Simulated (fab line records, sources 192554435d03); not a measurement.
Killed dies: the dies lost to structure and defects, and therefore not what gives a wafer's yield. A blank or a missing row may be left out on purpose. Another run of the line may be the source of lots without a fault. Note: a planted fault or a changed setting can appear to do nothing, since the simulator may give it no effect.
What tool caused it?    flow n5 finfet    15 lots, 44 wafers sampled, at 2 steps of a route of 1938

WHAT THE GAUGES READ, wafer by wafer
N5_BEOL_M0_SAQP_OVL_MEAS_41. Usual: M0_CUT1_OVL typically reads -0.2 nm, with standard deviation 0.73.
lot   measured      on          M0_CUT1_OVL (nm)  flag
L560  day 5 20:02   overlay-01  0.4 0.0 -0.3      
L561  day 6 04:10   overlay-01  0.3 -0.3 0.3      
L562  day 6 09:17   overlay-01  -1.3 -0.5 0.6     
L563  day 6 11:17   overlay-01  0.0 0.7 0.5       
L564  day 6 21:37   overlay-02  -0.6 -0.9 -1.5    
L565  day 7 01:42   overlay-01  -0.9 -0.2 0.7     
L567  day 7 12:08   overlay-02  0.9 0.0 -0.5      
L568  day 7 23:49   overlay-01  -0.9 -0.4 0.0     
L571  day 8 17:34   overlay-02  0.6 -0.3          
L572  day 8 21:52   overlay-01  0.1 -0.3 -0.7     
L573  day 9 00:29   overlay-02  0.5 -0.7 -0.6     
L580  day 10 15:04  overlay-02  0.2 -0.2 0.8      
L581  day 10 20:23  overlay-01  0.1 0.3 -0.8      
L582  day 11 03:23  overlay-02  -0.6 0.5 0.1      
L583  day 11 07:08  overlay-01  0.2 -0.8 -0.4     

N5_BEOL_M0_SAQP_INSPECT_42: inspects for defects (brightfield). Usual: raw defect count 296, standard deviation 77.
lot   measured      on                 raw defect count  flag
L560  day 5 20:05   defect inspect-01  243 328 338       
L561  day 6 04:13   defect inspect-01  252 261 283       
L562  day 6 09:22   defect inspect-02  260 201 246       
L563  day 6 11:20   defect inspect-02  177 218 239       
L564  day 6 21:41   defect inspect-02  310 364 189       
L565  day 7 01:45   defect inspect-02  203 227 230       
L567  day 7 12:11   defect inspect-01  297 330 245       
L568  day 7 23:52   defect inspect-02  210 227 276       
L571  day 8 17:36   defect inspect-01  384 259           
L572  day 8 21:56   defect inspect-02  180 201 263       
L573  day 9 00:32   defect inspect-01  313 378 337       
L580  day 10 15:08  defect inspect-02  355 300 212       
L581  day 10 20:27  defect inspect-01  346 508 495       
L582  day 11 03:27  defect inspect-01  252 248 207       
L583  day 11 07:11  defect inspect-02  292 312 324       

EACH LOT AND THE TOOL THAT RAN IT (in order: tool; ch and the chambers of the sampled wafers; start)
No process step before these readings appears in the record.

AS READ BY THE TOOLS THEMSELVES (means over the sampled wafers that have a number; for cases with no such wafer, the mark the record gives instead)
The record holds no such reading with a usual standard deviation.

THE ANSWER, worked out from the rows above alone
Rule: take the mean of a lot's wafers that have a number; if it is more than 3 standard deviations from the usual mean, the lot is off. Also off: a lot with no number at a reading for which 4 or more lots have one. Any other lot the step has rows for is counted as sound. First the gauges in route order, then the tools' own readings, where a lot's mean is used as printed above. The first step at which some lot is off is used, and at that step the reading that is off furthest; a lot without a number counts as furthest.
None of the lots is off at any reading shown; this tells nothing.

WHAT HAD BEEN PUT IN BY THE SIMULATOR
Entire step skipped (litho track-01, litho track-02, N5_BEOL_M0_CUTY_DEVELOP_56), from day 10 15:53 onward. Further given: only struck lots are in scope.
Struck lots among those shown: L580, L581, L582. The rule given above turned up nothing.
